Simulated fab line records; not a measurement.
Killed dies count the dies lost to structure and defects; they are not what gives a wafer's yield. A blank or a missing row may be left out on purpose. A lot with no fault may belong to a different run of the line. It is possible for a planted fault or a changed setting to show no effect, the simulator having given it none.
Tool commonality check ; flow nand harc ; Lots sampled 9, wafers sampled 36

## WHAT PROMPTED THE OPENING
At NHARC_END_WLT_00 the reading VT_DECK1_TOP_INNER is flagged on 3 of 9 lots. No-fault wafers: 0.895, standard deviation 0.007.
Rule: flag the lot when none of its wafers has a number, or when each of its wafers that has one lies beyond 4 standard deviations from that mean. As for the other lots, they are considered sound.

lot;measured;on;VT_DECK1_TOP_INNER, wafer by wafer;flag
L258;day 26 11:36;prober-01;0.890 0.884 0.891;
L262;day 27 11:04;prober-02;0.899 0.903 0.898;
L263;day 27 18:49;prober-02;0.894 0.892 0.896;
L268;day 29 11:08;prober-01;0.903 0.909 0.896;
L266;day 29 20:26;prober-02;0.899 0.894 0.890;
L270;day 30 11:10;prober-01;0.952 0.957 0.966 0.968 0.962 0.960;FLAGGED
L269;day 30 11:40;prober-02;0.967 0.973 0.971 0.960 0.969 0.979;FLAGGED
L272;day 30 18:55;prober-02;0.891 0.897 0.893;
L271;day 30 20:00;prober-01;0.957 0.966 0.956 0.963 0.963 0.959;FLAGGED
Average over the flagged lots: 0.964; offset from the usual +0.069, equal to +10 standard deviations.

## TOOL THAT RAN EACH LOT
4 process steps preceding the reading are held in the record, out of 1302 steps in the route. Read each cell as the tool, then ch plus the chambers that the sampled wafers visited, then the start.
lot;flag;NHARC_A_CHANNEL_HOLE_D1_ETCH_44;NHARC_A_CHANNEL_HOLE_D1_STRIP_27;NHARC_A_CHANNEL_HOLE_D1_XSEM_31;NHARC_A_CHANNEL_FILL_D1_CVD_05
L258;;rie diel-03 ch 0,2, day 10 03:01;rie diel-03 ch 1,2,3, day 10 03:54 or earlier;xsem-01 ch 0, day 10 03:54;lpcvd poly-03 ch 0, day 11 06:55
L262;;rie diel-03 ch 0,1,2, day 12 02:56;rie diel-03 ch 0,2,3, day 12 03:49 or earlier;xsem-01 ch 0, day 12 03:49;lpcvd poly-03 ch 0, day 13 10:39
L263;;rie diel-03 ch 1,2, day 12 02:17;rie diel-03 ch 0,1,3, day 12 03:10 or earlier;xsem-02 ch 0, day 12 03:10;lpcvd poly-03 ch 0, day 13 10:39
L268;;rie diel-03 ch 0,1,2, day 14 03:34;rie diel-03 ch 1,2,3, day 14 04:28 or earlier;xsem-01 ch 0, day 14 04:28;lpcvd poly-03 ch 0, day 15 07:19
L266;;rie diel-03 ch 1,2, day 13 13:01;rie diel-03 ch 1,2,3, day 13 13:53 or earlier;xsem-01 ch 0, day 13 13:53;lpcvd poly-03 ch 0, day 14 15:35
L270;FLAGGED;rie diel-03 ch 0,1,2, day 14 17:17;rie diel-03 ch 1,2, day 14 18:19 or earlier;xsem-01 ch 0, day 14 18:19;lpcvd poly-03 ch 0, day 15 21:24
L269;FLAGGED;rie diel-03 ch 1,2, day 14 19:37;rie diel-03 ch 0,1,2, day 14 20:38 or earlier;xsem-02 ch 0, day 14 20:38;lpcvd poly-03 ch 0, day 15 21:24
L272;;rie diel-10 ch 0,1,3, day 15 17:43;rie diel-10 ch 0,1,3, day 15 18:44 or earlier;xsem-02 ch 0, day 15 18:44;lpcvd poly-01 ch 0, day 16 23:15
L271;FLAGGED;rie diel-07 ch 0,3, day 15 12:10;rie diel-07 ch 0,3, day 15 13:03 or earlier;xsem-01 ch 0, day 15 13:03;lpcvd poly-03 ch 0, day 16 16:35
What the steps here do:
- NHARC_A_CHANNEL_HOLE_D1_ETCH_44: etches the open film in CF4/O2, target depth 140 nm, overetch 14 nm, time 77 s.
- NHARC_A_CHANNEL_HOLE_D1_STRIP_27: strips in O2.
- NHARC_A_CHANNEL_HOLE_D1_XSEM_31
- NHARC_A_CHANNEL_FILL_D1_CVD_05: deposits poly-Si, target thk 5 nm.
- NHARC_END_WLT_00

## FLAGGED OVER TOTAL, TOOL BY TOOL (the gauges that took the reading come last)
step;tool;lots run;flagged;share of the flagged lots;sound lots run after its first flagged lot
NHARC_A_CHANNEL_HOLE_D1_ETCH_44;rie diel-03;7;2;some;0
NHARC_A_CHANNEL_HOLE_D1_ETCH_44;rie diel-07;1;1;some;0
NHARC_A_CHANNEL_HOLE_D1_ETCH_44;rie diel-10;1;0;none;-
NHARC_A_CHANNEL_HOLE_D1_STRIP_27;rie diel-03;7;2;some;0
NHARC_A_CHANNEL_HOLE_D1_STRIP_27;rie diel-07;1;1;some;0
NHARC_A_CHANNEL_HOLE_D1_STRIP_27;rie diel-10;1;0;none;-
NHARC_A_CHANNEL_HOLE_D1_XSEM_31;xsem-01;6;2;some;0
NHARC_A_CHANNEL_HOLE_D1_XSEM_31;xsem-02;3;1;some;1 (L272)
NHARC_A_CHANNEL_FILL_D1_CVD_05;lpcvd poly-01;1;0;none;-
NHARC_A_CHANNEL_FILL_D1_CVD_05;lpcvd poly-03;8;3;all;0
NHARC_END_WLT_00;prober-01;4;2;some;0
NHARC_END_WLT_00;prober-02;5;1;some;1 (L272)
NHARC_A_CHANNEL_HOLE_D1_STRIP_27 gives no start for some lots, so the hours and the order of its lots are those of NHARC_A_CHANNEL_HOLE_D1_XSEM_31.

## WHAT THE TABLE ALLOWS
All flagged lots share 1 row of the table, namely lpcvd poly-03 at NHARC_A_CHANNEL_FILL_D1_CVD_05.
- lpcvd poly-03 at NHARC_A_CHANNEL_FILL_D1_CVD_05 ran 8 lots, 3 of them flagged. Its last sound lot is L268 (day 15 07:19), its first flagged lot L269 (day 15 21:24): a fault that began between those two fits. Its own readings (spike tc bottom C, spike tc centre C, spike tc lower C, spike tc top C, spike tc upper C) fall more than 4 standard deviations out on all wafers of the flagged lots.
Just one tool remains: lpcvd poly-03 at NHARC_A_CHANNEL_FILL_D1_CVD_05.

## WHAT HAD BEEN PUT IN BY THE SIMULATOR
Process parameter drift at NHARC_A_CHANNEL_FILL_D1_CVD_05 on lpcvd poly-03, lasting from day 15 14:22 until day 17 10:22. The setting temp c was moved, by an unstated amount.
Lots struck among those shown: L270, L269, L271. The rule above reached the same finding.
